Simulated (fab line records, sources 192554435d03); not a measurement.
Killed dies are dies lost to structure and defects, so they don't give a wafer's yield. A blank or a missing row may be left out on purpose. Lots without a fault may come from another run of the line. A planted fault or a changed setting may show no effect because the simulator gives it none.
Chamber matching | flow n5_finfet | N5_FIN_CUT_CUT_ETCH_27 on rie_diel-02: 4 sister chambers
The step etches SiO2 in CHF3/O2, target depth 4 nm, overetch 2 nm, time 4.9 s. 4 wafers are shown with their chamber, then 7 later ones without.

WAFERS WITH THEIR CHAMBER
wafer  | chamber | drypump_motor_current_A (A)
L083.5 | 0       | 5.4
L085.1 | 2       | 6.5
L085.5 | 3       | 5.4
L086.5 | 1       | 5.7

WAFERS WITHOUT THEIR CHAMBER
wafer  | drypump_motor_current_A (A)
L086.6 | 5.4
L090.3 | 5.4
L090.5 | 6.4
L090.6 | 5.7
L096.1 | 5.4
L096.2 | 5.7
L096.3 | 6.4

WHICH CHAMBER EACH WENT THROUGH
wafer  | from the rows above     | in truth
L086.6 | can't be placed: 0 or 3 | 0
L090.3 | can't be placed: 0 or 3 | 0
L090.5 | 2                       | 2
L090.6 | 1                       | 1
L096.1 | can't be placed: 0 or 3 | 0
L096.2 | 1                       | 1
L096.3 | 2                       | 2
Placed correctly: 4 of 7. Can't be placed from these rows: 3 (the true chamber is among the candidates in 3). Placed wrongly: 0.
How it was worked out, from the rows above alone: a wafer's distance from a chamber is the root of the sum, over the readings, of the square of ((its reading less the chamber's mean) divided by the reading's scatter). The wafer belongs to the nearest chamber; if the next one is less than 2 further off, it can't be placed. A chamber's mean is the mean of its shown wafers. The scatter: with one shown wafer a chamber, the root of the mean of the squares of how far each hidden wafer lies from its nearest shown one.
